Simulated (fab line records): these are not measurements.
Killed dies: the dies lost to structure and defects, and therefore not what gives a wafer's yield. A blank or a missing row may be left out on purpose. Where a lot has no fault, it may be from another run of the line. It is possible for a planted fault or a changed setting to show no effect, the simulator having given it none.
Matching of chambers / flow n5Finfet / pecvd-02 running N5_BEOL_M6_DEP_56: 3 sister chambers
The step deposits SiCN from 3MS/NH3, target thk 10 nm, time 17.5 s. 6 wafers are shown with their chamber, then 9 later ones without.

== EACH WAFER AND ITS CHAMBER ==
wafer=L082.5; chamber=2; throttleValvePct (%)=8.8; showerheadPlenumPTorr (Torr)=3.681
wafer=L084.2; chamber=2; throttleValvePct (%)=9.0; showerheadPlenumPTorr (Torr)=3.685
wafer=L084.4; chamber=1; throttleValvePct (%)=9.5; showerheadPlenumPTorr (Torr)=3.662
wafer=L085.2; chamber=1; throttleValvePct (%)=9.5; showerheadPlenumPTorr (Torr)=3.669
wafer=L085.3; chamber=0; throttleValvePct (%)=8.7; showerheadPlenumPTorr (Torr)=3.679
wafer=L085.6; chamber=0; throttleValvePct (%)=8.5; showerheadPlenumPTorr (Torr)=3.685

== WAFERS WITH NO CHAMBER GIVEN ==
wafer=L090.2; throttleValvePct (%)=8.9; showerheadPlenumPTorr (Torr)=3.678
wafer=L090.3; throttleValvePct (%)=8.4; showerheadPlenumPTorr (Torr)=3.689
wafer=L090.5; throttleValvePct (%)=8.6; showerheadPlenumPTorr (Torr)=3.684
wafer=L094.2; throttleValvePct (%)=8.6; showerheadPlenumPTorr (Torr)=3.675
wafer=L094.3; throttleValvePct (%)=9.5; showerheadPlenumPTorr (Torr)=3.660
wafer=L094.5; throttleValvePct (%)=9.0; showerheadPlenumPTorr (Torr)=3.685
wafer=L096.1; throttleValvePct (%)=8.6; showerheadPlenumPTorr (Torr)=3.683
wafer=L096.4; throttleValvePct (%)=9.4; showerheadPlenumPTorr (Torr)=3.666
wafer=L096.6; throttleValvePct (%)=9.1; showerheadPlenumPTorr (Torr)=3.683

== WHICH CHAMBER EACH ONE RAN IN ==
wafer=L090.2; from the rows above=can't be placed: 2 or 0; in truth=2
wafer=L090.3; from the rows above=0; in truth=0
wafer=L090.5; from the rows above=0; in truth=0
wafer=L094.2; from the rows above=can't be placed: 0 or 2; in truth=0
wafer=L094.3; from the rows above=1; in truth=1
wafer=L094.5; from the rows above=2; in truth=2
wafer=L096.1; from the rows above=0; in truth=0
wafer=L096.4; from the rows above=1; in truth=1
wafer=L096.6; from the rows above=2; in truth=2
7 of 9 placed correctly. From these rows, 2 cannot be placed; in 2 the true chamber is one of the candidates. 0 placed wrongly.
How it was worked out, from the rows above alone: a wafer's distance from a chamber is the root of the sum, over the readings, of the square of ((its reading less the chamber's mean) divided by the reading's scatter). The wafer belongs to the nearest chamber; if the next one is less than 2 further off, it can't be placed. The mean given for a chamber averages the wafers shown for that chamber. The scatter: the root of (the sum of the squares of (reading less its chamber's mean) over the shown wafers, divided by (wafers less chambers)).
